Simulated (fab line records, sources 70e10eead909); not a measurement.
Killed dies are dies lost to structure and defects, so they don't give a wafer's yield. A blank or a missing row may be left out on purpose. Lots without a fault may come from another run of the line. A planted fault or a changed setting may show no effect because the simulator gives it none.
Chamber matching | flow nand_harc | NHARC_A_STAIRCASE_DESCUM_219 on rie_diel-04: 4 sister chambers
The step chemistry O2, time 3 s. 8 wafers are shown with their chamber, then 9 later ones without.

WAFERS WITH THEIR CHAMBER
wafer  | chamber | drypump_motor_current_A (A) | showerhead_plenum_p_Torr (Torr)
L076.1 | 1       | 5.0                         | 1.89
L086.2 | 0       | 5.9                         | 1.96
L086.3 | 3       | 6.2                         | 1.93
L091.4 | 3       | 6.2                         | 1.92
L091.6 | 1       | 5.0                         | 1.89
L092.2 | 2       | 5.7                         | 1.86
L092.3 | 0       | 6.0                         | 1.95
L092.6 | 2       | 5.6                         | 1.86

WAFERS WITHOUT THEIR CHAMBER
wafer  | drypump_motor_current_A (A) | showerhead_plenum_p_Torr (Torr)
L090.2 | 5.6                         | 1.86
L090.4 | 6.1                         | 1.92
L090.5 | 5.6                         | 1.86
L093.1 | 6.2                         | 1.92
L093.2 | 5.6                         | 1.86
L093.3 | 5.0                         | 1.88
L097.1 | 6.0                         | 1.95
L097.2 | 5.6                         | 1.85
L097.6 | 5.9                         | 1.95

WHICH CHAMBER EACH WENT THROUGH
wafer  | from the rows above | in truth
L090.2 | 2                   | 2
L090.4 | 3                   | 3
L090.5 | 2                   | 2
L093.1 | 3                   | 3
L093.2 | 2                   | 2
L093.3 | 1                   | 1
L097.1 | 0                   | 0
L097.2 | 2                   | 2
L097.6 | 0                   | 0
Placed correctly: 9 of 9. Can't be placed from these rows: 0. Placed wrongly: 0.
How it was worked out, from the rows above alone: a wafer's distance from a chamber is the root of the sum, over the readings, of the square of ((its reading less the chamber's mean) divided by the reading's scatter). The wafer belongs to the nearest chamber; if the next one is less than 2 further off, it can't be placed. A chamber's mean is the mean of its shown wafers. The scatter: the root of (the sum of the squares of (reading less its chamber's mean) over the shown wafers, divided by (wafers less chambers)).
